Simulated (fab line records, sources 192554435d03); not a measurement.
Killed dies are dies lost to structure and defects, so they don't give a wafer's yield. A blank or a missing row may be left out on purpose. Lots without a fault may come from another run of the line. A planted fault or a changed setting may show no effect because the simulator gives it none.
fab line records | flow n5_finfet
record lots=23 wafers=69 last_day=18
route steps=1938 shown BEOL_M4@1081 BEOL_M5@1128 BEOL_M6@1212
lots that met no fault: from a run of the same line without faults
start_h: hours from the record's first day to the start of the lot's first wafer shown | wait_h: hours since the lot's step before | " the same as in the row above | L1.1+2: a row that stands for several wafers | - no value, or no start given | * or withheld: withheld | < > ~ a bound
route shown NAME@n: a module of which the file shows steps, and the number in the route of the first | usual: mean/standard deviation of fault-free wafers | same: alike in all rows | chamber/n: place in a boat | sites: the reading at each site | _std_site: their standard deviation | _edge_site: outer sites' mean less inner sites' | radius_mm: how far each site lies from the wafer's centre | mask NAME#n: copy n | behind: the tool/chamber that last shaped the wafer | hold: why the lot was held/for how many hours/how that ended | device: the transistor (n, p or np) that didn't switch | end of line: the same wafers' tests at the end of the route | a step without rows: its recipe alone | killed: dies lost to structure and defects at the first sort, not the wafer's yield | map: a wafer's dies, x killed, . not, _ none there
set.NAME: the setting as run; set.NAME@STEP: as run at that earlier step | model.NAME: the simulator's own value behind a step, which no gauge read
steps of the route over a sample of lots; a table a step, a row a wafer
services: from which hour (start_h, from the record's first day; less than 0 if before it) a tool's chamber was out of use, for how many hours, and why
## steps
# step N5_BEOL_M4_ALD_84
# recipe material=TaN target_thk_a=* temp_c=275 ald_precursor_family=PDMAT ald_co_reactant=NH3 pressure_torr=3 carrier_flow_sccm=1500 pulse_time_s=2 purge_time_s=3 co_reactant_purge_time_s=2 co_reactant_pulse_time_s=3 ald_cycles=30 precursor_vessel_temp_c=75 precursor_vessel_pressure_torr=26.25 precursor_vessel_carrier_sccm=1000
# usual heater_power_outer_w=228/27 heater_power_w=418/43 precursor_vessel_carrier_sccm=1000/3.1
# same pulse_time_s=2 purge_time_s=3
# columns lot.wafer tool chamber start_h wait_h heater_power_outer_w heater_power_w precursor_vessel_carrier_sccm
L074.1 ald_metal-03 1 174.18 0.0 198 357 996
L074.4 " 3 " " 208 367 1001
L074.5 " 0 " " 214 416 995
L075.3 ald_metal-01 0 179.05 0.0 225 414 1001
L075.4 " 1 " " 260 484 1001
L075.6 " 0 " " 226 407 1000
L076.2 ald_metal-01 3 196.88 0.3 222 415 1003
L076.3 " 0 " " 226 413 997
L076.5 " 0 " " 221 409 1001
L078.1 ald_metal-03 0 196.89 0.2 206 426 1002
L078.2 " 2 " " 212 390 1001
L078.6 " 3 " " 215 366 1001
L077.2 ald_metal-01 1 201.24 0.1 267 472 997
L077.3 " 2 " " 228 413 1002
L077.5 " 0 " " 223 409 993
L079.1 ald_metal-04 3 201.62 0.0 325 532 1003
L079.2 " 0 " " 205 403 998
L079.5 " 2 " " 229 423 1000
L080.2 ald_metal-03 0 206.87 0.0 212 427 1004
L080.3 " 3 " " 212 361 1002
L080.5 " 0 " " 212 432 1006
L081.2 ald_metal-04 3 210.18 0.1 304 538 1001
L081.5 " 2 " " 227 417 1006
L081.6 " 1 " " 227 444 994
L083.4 ald_metal-04 0 226.12 0.1 207 393 1004
L083.5 " 0 " " 207 392 1007
L083.6 " 3 " " 313 523 998
L082.1 ald_metal-04 1 226.33 0.1 233 430 1000
L082.2 " 3 " " 314 523 998
L082.3 " 2 " " 225 419 993
L085.4 ald_metal-04 0 230.77 0.2 204 401 998
L085.5 " 0 " " 207 395 998
L085.6 " 1 " " 230 433 1001
L084.2 ald_metal-04 0 230.98 0.2 212 400 998
L084.3 " 3 " " 314 526 998
L084.4 " 2 " " 235 422 1003
L086.2 ald_metal-01 1 249.48 0.1 255 475 996
L086.4 " 3 " " 222 409 999
L086.5 " 2 " " 234 426 1001
L087.2 ald_metal-03 1 253.28 0.0 199 346 997
L087.3 " 0 " " 210 421 999
L087.6 " 0 " " 215 432 1003
L088.1 ald_metal-03 2 262.01 0.0 210 397 1003
L088.3 " 0 " " 215 428 1003
L088.4 " 3 " " 211 367 997
L090.3 ald_metal-03 2 270.14 0.0 217 395 1007
L090.4 " 1 " " 196 350 1000
L090.6 " 0 " " 216 424 1002
L089.3 ald_metal-03 3 273.44 0.0 211 358 997
L089.4 " 0 " " 215 436 1001
L089.5 " 2 " " 216 405 1002
L092.1 ald_metal-04 2 277.00 0.0 234 410 1006
L092.4 " 2 " " 226 414 1005
L092.6 " 0 " " 211 404 995
L091.2 ald_metal-01 1 277.18 0.1 266 464 996
L091.4 " 0 " " 220 413 997
L091.5 " 3 " " 227 417 999
L093.1 ald_metal-01 2 281.71 0.0 233 414 1004
L093.2 " 1 " " 261 489 995
L093.6 " 2 " " 232 412 1004
L095.1 ald_metal-04 1 305.88 0.1 233 426 1004
L095.3 " 3 " " 314 526 1003
L095.5 " 2 " " 228 426 999
L096.1 ald_metal-01 1 305.92 0.1 255 490 1000
L096.2 " 2 " " 233 424 999
L096.5 " 0 " " 227 410 1000
L097.1 ald_metal-01 0 308.98 0.1 218 409 1002
L097.2 " 3 " " 220 402 1000
L097.4 " 2 " " 231 405 996
# step N5_BEOL_M5_INSPECT_13
# recipe mode=adi inspect_instrument=brightfield
# usual raw_defect_count=420/100
# columns lot.wafer tool chamber start_h wait_h raw_defect_count
L074.1 defect_inspect-02 - 182.78 0.1 435
L074.4 " - " " 417
L074.5 " - " " 470
L075.3 defect_inspect-01 - 186.88 0.0 378
L075.4 " - " " 373
L075.6 " - " " 318
L076.2 defect_inspect-01 - 204.45 0.0 558
L076.3 " - " " 584
L076.5 " - " " 515
L078.1 defect_inspect-02 - 204.58 0.1 390
L078.2 " - " " 592
L078.6 " - " " 548
L077.2 defect_inspect-02 - 210.12 0.0 596
L077.3 " - " " 560
L077.5 " - " " 611
L079.1 defect_inspect-02 - 210.16 0.1 450
L079.2 " - " " 306
L079.5 " - " " 353
L080.2 defect_inspect-02 - 212.85 0.0 458
L080.3 " - " " 401
L080.5 " - " " 473
L081.2 defect_inspect-02 - 218.01 0.0 365
L081.5 " - " " 300
L081.6 " - " " 456
L083.4 defect_inspect-01 - 233.84 0.0 465
L083.5 " - " " 507
L083.6 " - " " 334
L082.1 defect_inspect-01 - 234.61 0.1 476
L082.2 " - " " 311
L082.3 " - " " 512
L085.4 defect_inspect-02 - 237.77 0.0 363
L085.5 " - " " 440
L085.6 " - " " 372
L084.2 defect_inspect-01 - 238.01 0.0 492
L084.3 " - " " 363
L084.4 " - " " 311
L086.2 defect_inspect-02 - 258.72 0.0 411
L086.4 " - " " 417
L086.5 " - " " 398
L087.2 defect_inspect-02 - 259.62 0.1 493
L087.3 " - " " 721
L087.6 " - " " 547
L088.1 defect_inspect-02 - 268.24 0.1 534
L088.3 " - " " 651
L088.4 " - " " 339
L090.3 defect_inspect-01 - 277.12 0.0 385
L090.4 " - " " 466
L090.6 " - " " 480
L089.3 defect_inspect-02 - 280.58 0.0 363
L089.4 " - " " 351
L089.5 " - " " 499
L092.1 defect_inspect-01 - 285.43 0.1 310
L092.4 " - " " 366
L092.6 " - " " 497
L091.2 defect_inspect-02 - 286.80 0.0 502
L091.4 " - " " 456
L091.5 " - " " 499
L093.1 defect_inspect-02 - 288.15 0.1 422
L093.2 " - " " 364
L093.6 " - " " 337
L096.1 defect_inspect-01 - 312.11 0.1 473
L096.2 " - " " 315
L096.5 " - " " 386
L095.1 defect_inspect-02 - 312.31 0.1 318
L095.3 " - " " 284
L095.5 " - " " 325
L097.1 defect_inspect-01 - 315.27 0.1 313
L097.2 " - " " 309
L097.4 " - " " 327
# step N5_BEOL_M5_STRIP_19
# recipe chemistry=O2 power_w=400 temp_c=40 pressure_mtorr=30 rf_frequency_hz=6e+07 bias_power_w=0 overash_fraction=0.2 o2_flow_sccm=225
# usual drypump_motor_current_A=5.76/0.29 oes_product_au=0.76/0.052 rf_vpp_V=3.6/0.49 showerhead_plenum_p_Torr=2.10/0.071 throttle_valve_pct=16.75/0.19
# columns lot.wafer tool chamber start_h wait_h drypump_motor_current_A oes_product_au rf_hours_counter_h rf_vpp_V showerhead_plenum_p_Torr throttle_valve_pct
L074.1 rie_diel-03 1 183.36 0.1 5.35 0.81 107 3.8 2.10 16.43
L074.4 " 3 " " 5.89 0.70 217 3.3 2.08 16.87
L074.5 " 3 " " 5.89 0.70 - 3.5 2.08 16.89
L075.3 rie_diel-04 0 187.27 0.1 5.73 0.80 106 3.0 2.14 16.84
L075.4 " 1 " " 5.67 0.88 62 3.4 2.07 16.59
L075.6 " 1 " " 5.67 0.87 - 4.1 2.07 16.59
L076.2 rie_diel-04 3 204.84 0.1 5.03 0.77 128 2.8 2.09 16.29
L076.3 " 2 " " 6.07 0.70 221 3.2 1.99 16.81
L076.5 " 0 " " 5.74 0.79 - 3.9 2.14 16.83
L078.1 rie_diel-03 3 204.97 0.1 5.90 0.70 223 2.9 2.08 16.88
L078.2 " 1 " " 5.36 0.81 112 3.9 2.10 16.43
L078.6 " 0 " " 5.76 0.86 - 3.4 2.21 16.77
L077.2 rie_diel-03 0 210.52 0.1 5.73 0.85 52 3.6 2.20 16.77
L077.3 " 3 " " 5.86 0.69 224 4.2 2.08 16.88
L077.5 " 2 " " 5.65 0.75 - 3.5 2.17 16.92
L079.1 rie_diel-03 2 210.56 0.1 5.63 0.76 156 3.2 2.17 16.92
L079.2 " 0 " " 5.73 0.86 52 4.3 2.20 16.77
L079.5 " 2 " " 5.66 0.76 - 4.1 2.17 16.93
L080.2 rie_diel-04 0 213.61 0.1 5.74 0.79 114 4.3 2.14 16.83
L080.3 " 2 " " 5.97 0.70 224 3.6 1.98 16.80
L080.5 " 1 " " 5.66 0.86 - 3.6 2.07 16.60
L081.2 rie_diel-01 0 218.51 0.1 5.79 0.82 61 3.3 2.15 16.49
L081.5 " 0 " " 5.76 0.82 - 3.5 2.15 16.51
L081.6 " 1 " " 5.95 0.72 - 3.7 2.01 16.97
L083.4 rie_diel-01 1 234.23 0.1 5.91 0.72 207 3.4 2.01 16.96
L083.5 " 0 " " 5.76 0.82 - 3.6 2.15 16.50
L083.6 " 1 " " 5.91 0.71 - 3.6 2.01 16.97
L082.1 rie_diel-01 1 235.00 0.1 5.93 0.72 208 4.1 2.01 16.97
L082.2 " 3 " " 5.72 0.76 155 3.7 1.99 16.76
L082.3 " 0 " " 5.78 0.82 65 3.7 2.15 16.54
L085.4 rie_diel-03 1 238.88 0.1 5.33 0.80 122 3.4 2.10 16.48
L085.5 " 1 " " 5.32 0.79 - 3.4 2.10 16.47
L085.6 " 2 " " 5.62 0.74 - 3.3 2.16 16.94
L084.2 rie_diel-03 1 239.14 0.2 5.40 0.79 122 3.4 2.10 16.46
L084.3 " 3 " " 5.90 0.70 233 4.0 2.07 16.90
L084.4 " 2 " " 5.65 0.74 165 3.4 2.16 16.94
L086.2 rie_diel-03 1 259.14 0.1 5.37 0.79 129 3.7 2.09 16.47
L086.4 " 2 " " 5.64 0.73 171 3.5 2.16 16.96
L086.5 " 0 " " 5.70 0.84 - 4.0 2.20 16.81
L087.2 rie_diel-01 0 260.01 0.1 5.84 0.81 74 3.4 2.15 16.53
L087.3 " 3 " " 5.70 0.74 162 4.4 1.99 16.76
L087.6 " 1 " " 5.93 0.71 - 3.7 2.01 16.98
L088.1 rie_diel-01 1 268.64 0.1 5.92 0.71 220 2.8 2.01 16.99
L088.3 " 3 " " 5.70 0.75 165 3.9 1.99 16.78
L088.4 " 0 " " 5.77 0.81 78 4.3 2.15 16.54
L090.3 rie_diel-01 2 277.70 0.1 6.36 0.71 205 3.6 2.18 16.80
L090.4 " 1 " " 5.92 0.71 222 3.5 2.01 16.98
L090.6 " 0 " " 5.79 0.80 - 3.6 2.15 16.56
L089.3 rie_diel-01 1 281.29 0.1 5.91 0.70 223 2.3 2.01 17.00
L089.4 " 0 " " 5.77 0.80 81 3.0 2.15 16.54
L089.5 " 2 " " 6.37 0.71 - 2.4 2.18 16.80
L092.1 rie_diel-01 3 285.95 0.2 5.69 0.75 170 3.5 1.98 16.78
L092.4 " 1 " " 5.91 0.70 225 3.1 2.01 17.01
L092.6 " 2 " " 6.30 0.70 - 3.6 2.18 16.82
L091.2 rie_diel-01 1 287.22 0.1 5.93 0.70 225 3.4 2.01 17.00
L091.4 " 2 " " 6.39 0.71 208 4.7 2.18 16.81
L091.5 " 3 " " 5.70 0.74 - 3.0 1.98 16.77
L093.1 rie_diel-03 3 288.55 0.1 5.93 0.67 249 4.5 2.07 16.91
L093.2 " 1 " " 5.36 0.78 136 4.0 2.09 16.49
L093.6 " 0 " " 5.70 0.82 - 4.1 2.20 16.81
L096.1 rie_diel-03 1 312.67 0.3 5.39 0.78 147 3.2 2.09 16.53
L096.2 " 0 " " 5.73 0.81 87 3.6 2.19 16.84
L096.5 " 0 " " 5.73 0.81 - 3.1 2.19 16.82
L095.1 rie_diel-03 0 312.71 0.1 5.75 0.81 87 3.2 2.19 16.83
L095.3 " 1 " " 5.34 0.77 147 3.3 2.09 16.51
L095.5 " 1 " " 5.36 0.77 - 3.1 2.09 16.50
L097.1 rie_diel-04 3 317.81 0.3 5.04 0.75 166 3.4 2.08 16.36
L097.2 " 1 " " 5.67 0.82 107 3.7 2.06 16.67
L097.4 " 0 " " 5.75 0.76 - 4.8 2.12 16.91
# step N5_BEOL_M5_ETCH_67
# recipe chemistry=CF4 target=SiARC target_depth_a=156 mask_material=CAR-EUV time_s=26 ion_energy_ev=80 pressure_mtorr=40 source_w=545 bias_w=36 Ar_flow_sccm=100 cf4_flow_sccm=100 ends=cleared
# usual drypump_motor_current_A=5.7/0.33 etch_rf_on_time_s=25.9/0.76 oes_product_au=0.65/0.042 rf_vpp_V=184.0/1.1 showerhead_plenum_p_Torr=2.14/0.07 throttle_valve_pct=15.69/0.21
# columns lot.wafer tool chamber start_h wait_h drypump_motor_current_A etch_rf_on_time_s oes_product_au rf_hours_counter_h rf_vpp_V showerhead_plenum_p_Torr throttle_valve_pct
L074.1 rie_diel-04 3 185.89 0.0 5.0 26.2 0.67 123 184.8 2.15 15.31
L074.4 " 0 " " 5.7 25.7 0.68 106 184.8 2.15 15.62
L074.5 " 2 " " 6.0 25.9 0.61 - 182.5 2.04 15.80
L075.3 rie_diel-03 0 189.76 0.0 5.7 25.3 0.75 47 185.4 2.26 15.72
L075.4 " 3 " " 5.9 25.1 0.62 218 185.1 2.14 15.89
L075.6 " 2 " " 5.7 25.3 0.66 - 185.6 2.23 15.94
L078.1 rie_diel-01 3 206.05 0.0 5.7 27.2 0.64 148 181.7 2.06 15.79
L078.2 " 1 " " 5.9 25.5 0.62 199 182.5 2.05 15.82
L078.6 " 0 " " 5.8 27.3 0.70 - 183.3 2.19 15.40
L076.2 rie_diel-04 3 206.20 0.0 5.0 26.1 0.67 128 183.7 2.15 15.32
L076.3 " 0 " " 5.7 25.4 0.68 111 183.8 2.15 15.64
L076.5 " 1 " " 5.7 24.7 0.76 - 181.9 2.08 15.35
L079.1 rie_diel-01 0 212.45 0.0 5.8 27.2 0.70 59 184.5 2.19 15.40
L079.2 " 2 " " 6.4 24.5 0.65 185 184.6 2.22 15.68
L079.5 " 2 " " 6.4 24.3 0.65 - 183.4 2.22 15.67
L077.2 rie_diel-01 0 212.94 0.0 5.8 27.2 0.70 59 184.7 2.19 15.40
L077.3 " 2 " " 6.3 24.3 0.64 185 185.0 2.22 15.68
L077.5 " 2 " " 6.3 24.4 0.64 - 184.3 2.22 15.71
L080.2 rie_diel-01 3 218.90 0.0 5.7 27.0 0.63 151 181.7 2.06 15.81
L080.3 " 0 " " 5.8 27.3 0.69 61 184.3 2.19 15.41
L080.5 " 1 " " 5.9 25.3 0.62 - 182.8 2.05 15.84
L081.2 rie_diel-04 3 219.19 0.0 5.0 26.3 0.66 132 185.1 2.15 15.33
L081.5 " 0 " " 5.7 26.0 0.67 - 183.5 2.15 15.66
L081.6 " 3 " " 5.0 26.3 0.66 - 184.6 2.15 15.32
L083.4 rie_diel-01 3 236.52 0.0 5.7 26.9 0.64 155 183.3 2.06 15.82
L083.5 " 1 " " 5.9 25.4 0.61 - 184.9 2.05 15.84
L083.6 " 2 " " 6.3 24.9 0.63 - 185.5 2.22 15.70
L082.1 rie_diel-04 2 236.97 0.0 6.1 26.3 0.59 231 183.4 2.04 15.82
L082.2 " 1 " " 5.7 24.9 0.74 79 184.0 2.08 15.37
L082.3 " 3 " " 5.0 26.4 0.66 138 184.0 2.14 15.34
L085.4 rie_diel-01 3 242.95 0.0 5.7 26.8 0.63 157 183.5 2.06 15.80
L085.5 " 0 " " 5.8 27.0 0.69 - 184.8 2.18 15.43
L085.6 " 1 " " 5.9 25.3 0.61 - 182.6 2.05 15.85
L084.2 rie_diel-03 2 243.12 0.0 5.6 25.5 0.65 165 185.5 2.23 15.98
L084.3 " 1 " " 5.3 26.6 0.67 123 183.9 2.15 15.46
L084.4 " 0 " " 5.7 26.4 0.72 61 186.0 2.25 15.76
L087.2 rie_diel-01 3 261.24 0.0 5.7 26.7 0.63 163 183.7 2.06 15.83
L087.3 " 0 " " 5.8 27.1 0.69 75 184.0 2.18 15.44
L087.6 " 3 " " 5.7 26.7 0.63 - 183.1 2.06 15.81
L086.2 rie_diel-03 0 261.66 0.0 5.7 26.1 0.72 69 186.9 2.25 15.77
L086.4 " 3 " " 5.9 25.6 0.60 240 183.2 2.13 15.95
L086.5 " 1 " " 5.4 26.2 0.67 - 183.6 2.15 15.49
L088.1 rie_diel-03 3 269.74 0.0 5.9 26.0 0.59 243 183.1 2.13 15.94
L088.3 " 1 " " 5.4 26.5 0.66 132 184.0 2.15 15.48
L088.4 " 0 " " 5.7 26.1 0.71 71 185.9 2.25 15.77
L090.3 rie_diel-03 0 279.76 0.0 5.7 25.9 0.71 74 185.6 2.25 15.77
L090.4 " 1 " " 5.3 26.0 0.67 134 185.1 2.15 15.48
L090.6 " 1 " " 5.4 26.1 0.66 - 182.9 2.15 15.49
L089.3 rie_diel-03 1 285.74 0.0 5.3 26.0 0.67 136 184.7 2.15 15.48
L089.4 " 0 " " 5.7 25.9 0.71 76 184.6 2.25 15.78
L089.5 " 3 " " 5.9 25.1 0.60 - 184.3 2.13 15.97
L092.1 rie_diel-03 1 286.63 0.0 5.4 26.7 0.65 136 184.0 2.15 15.48
L092.4 " 2 " " 5.7 26.0 0.63 179 183.9 2.22 16.00
L092.6 " 0 " " 5.7 26.7 0.70 - 184.8 2.25 15.79
L093.1 rie_diel-03 3 289.81 0.0 5.9 25.4 0.60 249 185.4 2.13 15.96
L093.2 " 1 " " 5.3 26.2 0.67 137 183.5 2.15 15.48
L093.6 " 1 " " 5.4 26.2 0.66 - 185.3 2.15 15.49
L091.2 rie_diel-01 0 289.99 0.0 5.8 27.1 0.68 84 183.5 2.18 15.46
L091.4 " 1 " " 5.9 25.5 0.60 226 183.0 2.04 15.87
L091.5 " 2 " " 6.3 25.1 0.61 - 184.7 2.21 15.73
L096.1 rie_diel-03 2 313.23 0.0 5.7 25.6 0.63 190 184.5 2.22 16.02
L096.2 " 1 " " 5.4 26.5 0.65 147 185.9 2.15 15.52
L096.5 " 2 " " 5.6 25.8 0.62 - 184.8 2.22 16.02
L095.1 rie_diel-01 0 313.34 0.0 5.7 27.3 0.67 92 183.6 2.18 15.48
L095.3 " 1 " " 6.0 25.6 0.60 233 182.6 2.04 15.87
L095.5 " 2 " " 6.4 24.8 0.61 - 185.4 2.21 15.76
L097.1 rie_diel-04 0 318.57 0.0 5.7 26.0 0.64 147 182.5 2.14 15.72
L097.2 " 1 " " 5.7 25.1 0.71 107 183.8 2.07 15.43
L097.4 " 3 " " 5.0 26.2 0.64 - 184.3 2.13 15.40
# step N5_BEOL_M5_CD_MEAS_35
# recipe target_cd_nm=28 target_cd_y_nm=24 polarity=opening
# usual cd_nm=28.1/0.46
# columns lot.wafer tool chamber start_h wait_h cd_nm
L074.1 cd_sem-02 - 186.41 0.0 27.4
L074.4 " - " " 27.7
L074.5 " - " " 27.9
L075.3 cd_sem-01 - 190.28 0.0 28.7
L075.4 " - " " 28.3
L075.6 " - " " 28.7
L078.1 cd_sem-03 - 206.57 0.0 27.9
L078.2 " - " " 28.6
L078.6 " - " " 28.5
L076.2 cd_sem-01 - 206.72 0.0 28.1
L076.3 " - " " 28.3
L076.5 " - " " 28.0
L079.1 cd_sem-02 - 212.97 0.0 27.8
L079.2 " - " " 28.8
L079.5 " - " " 28.5
L077.2 cd_sem-01 - 213.47 0.0 28.5
L077.3 " - " " 29.2
L077.5 " - " " 28.7
L080.2 cd_sem-01 - 219.42 0.0 27.9
L080.3 " - " " 28.1
L080.5 " - " " 28.6
L081.2 cd_sem-02 - 219.71 0.0 28.3
L081.5 " - " " 27.7
L081.6 " - " " 28.9
L083.4 cd_sem-03 - 237.05 0.0 28.1
L083.5 " - " " 28.5
L083.6 " - " " 28.5
L082.1 cd_sem-03 - 237.49 0.0 29.0
L082.2 " - " " 27.8
L082.3 " - " " 28.4
L085.4 cd_sem-01 - 243.48 0.0 28.4
L085.5 " - " " 29.6
L085.6 " - " " 27.6
L084.2 cd_sem-02 - 243.64 0.0 27.9
L084.3 " - " " 27.7
L084.4 " - " " 28.4
L087.2 cd_sem-02 - 261.77 0.0 27.5
L087.3 " - " " 28.2
L087.6 " - " " 28.0
L086.2 cd_sem-01 - 262.18 0.0 28.3
L086.4 " - " " 27.4
L086.5 " - " " 28.1
L088.1 cd_sem-01 - 270.26 0.0 27.9
L088.3 " - " " 27.6
L088.4 " - " " 27.2
L090.3 cd_sem-01 - 280.29 0.0 28.0
L090.4 " - " " 27.6
L090.6 " - " " 27.9
L089.3 cd_sem-01 - 286.26 0.0 27.6
L089.4 " - " " 28.2
L089.5 " - " " 27.9
L092.1 cd_sem-01 - 287.15 0.0 28.2
L092.4 " - " " 28.0
L092.6 " - " " 27.2
L093.1 cd_sem-01 - 290.33 0.0 28.0
L093.2 " - " " 27.7
L093.6 " - " " 27.6
L091.2 cd_sem-01 - 290.51 0.0 28.5
L091.4 " - " " 27.9
L091.5 " - " " 28.0
L096.1 cd_sem-01 - 313.75 0.0 28.0
L096.2 " - " " 28.0
L096.5 " - " " 28.3
L095.1 cd_sem-02 - 313.86 0.0 28.8
L095.3 " - " " 28.5
L095.5 " - " " 28.8
L097.1 cd_sem-02 - 319.09 0.0 28.4
L097.2 " - " " 28.0
L097.4 " - " " 28.4
# step N5_BEOL_M6_ETCH_62
# recipe chemistry=N2/H2 target=SOC target_depth_a=1100 overetch_a=220 mask_material=SiARC temp_c=40 time_s=165 ion_energy_ev=200 pressure_mtorr=30 source_w=840 bias_w=150 n2_flow_sccm=200 h2_flow_sccm=200
# usual drypump_motor_current_A=5.5/0.56 h2_flow_sccm=200.1/0.61 oes_product_au=0.68/0.064 rf_vpp_V=524.1/2.3 showerhead_plenum_p_Torr=2.55/0.076 throttle_valve_pct=17.67/0.27
# columns lot.wafer tool chamber start_h wait_h drypump_motor_current_A h2_flow_sccm oes_product_au rf_hours_counter_h rf_vpp_V showerhead_plenum_p_Torr throttle_valve_pct
L074.1 rie_diel-06 0 196.99 0.0 4.9 199.9 0.73 57 523.2 2.50 17.92
L074.4 " 3 " " 5.7 199.9 0.82 1 523.9 2.47 17.15
L074.5 " 1 " " 5.6 199.4 0.58 - 526.4 2.58 18.00
L075.3 rie_diel-06 2 201.44 0.0 6.4 201.2 0.74 34 527.6 2.70 17.47
L075.4 " 1 " " 5.6 200.0 0.57 247 526.8 2.58 18.00
L075.6 " 1 " " 5.5 200.1 0.58 - 525.1 2.58 18.00
L078.1 rie_diel-06 3 215.13 0.0 5.7 199.2 0.80 10 521.2 2.47 17.17
L078.2 " 0 " " 4.9 199.2 0.71 66 523.5 2.50 17.94
L078.6 " 0 " " 4.8 199.7 0.72 - 521.0 2.50 17.93
L076.2 rie_diel-02 0 219.80 0.0 5.5 200.2 0.66 146 522.9 2.56 17.83
L076.3 " 1 " " 5.3 199.9 0.63 187 521.9 2.53 17.71
L076.5 " 2 " " 4.8 201.1 0.66 - 527.5 2.63 17.31
L079.1 rie_diel-06 2 226.31 0.0 6.4 199.1 0.73 46 528.0 2.69 17.51
L079.2 " 0 " " 4.9 200.4 0.70 70 521.3 2.49 17.96
L079.5 " 0 " " 4.9 200.2 0.72 - 522.8 2.49 17.94
L077.2 rie_diel-02 1 226.64 0.0 5.3 200.7 0.62 189 522.5 2.52 17.72
L077.3 " 0 " " 5.5 200.5 0.65 148 522.7 2.56 17.81
L077.5 " 1 " " 5.3 200.6 0.63 - 522.7 2.53 17.73
L080.2 rie_diel-06 1 229.72 0.0 5.6 199.9 0.83 0 526.1 2.58 17.40
L080.3 " 0 " " 4.8 200.3 0.71 71 521.3 2.49 17.95
L080.5 " 2 " " 6.4 200.0 0.73 - 527.5 2.69 17.50
L081.2 rie_diel-02 2 230.48 0.0 4.7 200.2 0.66 140 527.7 2.63 17.31
L081.5 " 0 " " 5.5 199.6 0.65 - 523.3 2.56 17.83
L081.6 " 1 " " 5.3 200.4 0.62 - 524.1 2.52 17.73
L083.4 rie_diel-02 2 247.59 0.0 4.7 200.1 0.65 145 527.4 2.63 17.33
L083.5 " 3 " " 6.5 200.9 0.58 - 521.8 2.52 18.00
L083.6 " 2 " " 4.7 200.4 0.65 - 526.0 2.63 17.34
L082.1 rie_diel-02 1 248.27 0.0 5.3 200.3 0.62 196 523.5 2.52 17.74
L082.2 " 0 " " 5.5 199.4 0.65 156 524.0 2.56 17.84
L082.3 " 3 " " 6.5 198.6 0.58 234 522.6 2.51 17.99
L085.4 rie_diel-02 3 253.01 0.0 6.5 200.6 0.58 236 523.3 2.51 17.98
L085.5 " 2 " " 4.7 200.6 0.66 - 528.1 2.63 17.33
L085.6 " 3 " " 6.5 200.5 0.58 - 521.1 2.51 18.00
L084.2 rie_diel-02 1 253.91 0.0 5.3 199.8 0.62 198 523.0 2.52 17.76
L084.3 " 3 " " 6.5 201.2 0.58 236 524.8 2.51 18.01
L084.4 " 2 " " 4.7 199.1 0.65 147 525.7 2.63 17.33
L087.2 rie_diel-05 3 270.84 0.0 5.7 199.6 0.74 43 521.8 2.49 18.03
L087.3 " 0 " " 5.5 200.4 0.65 140 521.2 2.46 17.88
L087.6 " 2 " " 6.5 201.3 0.71 - 526.8 2.69 17.75
L086.2 rie_diel-05 0 273.68 0.0 5.5 200.2 0.65 140 521.3 2.46 17.89
L086.4 " 2 " " 6.5 200.4 0.71 63 526.8 2.69 17.76
L086.5 " 0 " " 5.5 199.8 0.65 - 521.5 2.46 17.90
L088.1 rie_diel-06 3 280.90 0.0 5.7 200.3 0.75 35 523.2 2.46 17.21
L088.3 " 0 " " 4.8 200.0 0.70 87 522.3 2.49 17.96
L088.4 " 2 " " 6.4 199.8 0.71 68 526.9 2.68 17.55
L090.3 rie_diel-05 1 291.29 0.0 5.4 200.8 0.78 21 523.2 2.48 17.50
L090.4 " 2 " " 6.4 199.9 0.71 70 528.5 2.68 17.77
L090.6 " 1 " " 5.4 199.9 0.78 - 523.6 2.48 17.50
L089.3 rie_diel-02 1 297.30 0.0 5.3 198.9 0.61 214 523.6 2.51 17.76
L089.4 " 2 " " 4.7 199.8 0.64 - 525.7 2.62 17.35
L089.5 " 0 " " 5.5 199.3 0.64 - 522.5 2.55 17.87
L092.1 rie_diel-02 2 298.16 0.0 4.8 200.7 0.64 164 526.5 2.62 17.38
L092.4 " 2 " " 4.7 199.6 0.64 - 527.0 2.62 17.37
L092.6 " 0 " " 5.5 199.4 0.64 - 523.3 2.55 17.88
L091.2 rie_diel-05 2 299.28 0.0 6.5 200.0 0.71 73 526.7 2.68 17.76
L091.4 " 3 " " 5.7 200.1 0.72 53 520.9 2.48 18.03
L091.5 " 1 " " 5.5 200.2 0.77 - 522.7 2.48 17.52
L093.1 rie_diel-06 2 301.11 0.0 6.4 200.7 0.70 76 526.7 2.68 17.56
L093.2 " 3 " " 5.7 200.4 0.73 42 521.2 2.45 17.23
L093.6 " 1 " " 5.5 199.7 0.74 - 525.1 2.56 17.47
L095.1 rie_diel-06 1 323.70 0.0 5.6 200.5 0.73 38 525.4 2.56 17.47
L095.3 " 3 " " 5.7 200.5 0.73 51 520.0 2.45 17.26
L095.5 " 3 " " 5.7 200.3 0.73 - 522.8 2.45 17.25
L096.1 rie_diel-05 2 323.92 0.0 6.5 200.3 0.70 83 527.2 2.68 17.77
L096.2 " 0 " " 5.5 201.3 0.64 157 521.2 2.45 17.93
L096.5 " 2 " " 6.5 199.7 0.69 - 527.6 2.68 17.78
L097.1 rie_diel-06 0 328.09 0.0 4.8 200.2 0.68 102 522.4 2.48 18.00
L097.2 " 2 " " 6.4 200.0 0.70 84 528.4 2.67 17.57
L097.4 " 1 " " 5.6 200.1 0.72 39 525.4 2.56 17.47
## services
# columns tool chamber start_h hours kind
rie_diel-05 0 153.50 6.6 repair
ald_metal-03 - 156.72 0.3 repair
rie_diel-04 2 163.49 3.9 repair
ald_metal-01 - 164.29 0.6 repair
rie_diel-05 - 198.73 14.6 pm
rie_diel-01 - 207.15 2.3 repair
rie_diel-01 - 229.78 2.5 repair
rie_diel-05 0 231.06 1.6 repair
rie_diel-06 - 236.71 0.9 repair
rie_diel-06 0 252.51 12.0 repair
rie_diel-03 - 262.64 0.5 repair
rie_diel-02 3 262.99 5.7 repair
ald_metal-04 3 266.68 12.9 repair
rie_diel-02 - 271.93 0.3 repair
ald_metal-04 2 283.63 8.0 repair
ald_metal-03 - 287.01 2.8 pm
rie_diel-04 0 289.58 7.4 repair
rie_diel-05 0 291.72 5.4 repair
rie_diel-03 3 292.15 - clean
rie_diel-03 3 292.15 - consumable_replace:focus_ring
rie_diel-03 3 292.15 28.0 scheduled_down
rie_diel-06 0 295.00 3.9 repair
rie_diel-04 2 306.17 5.3 repair
rie_diel-06 2 319.55 5.6 repair
## key
fault none
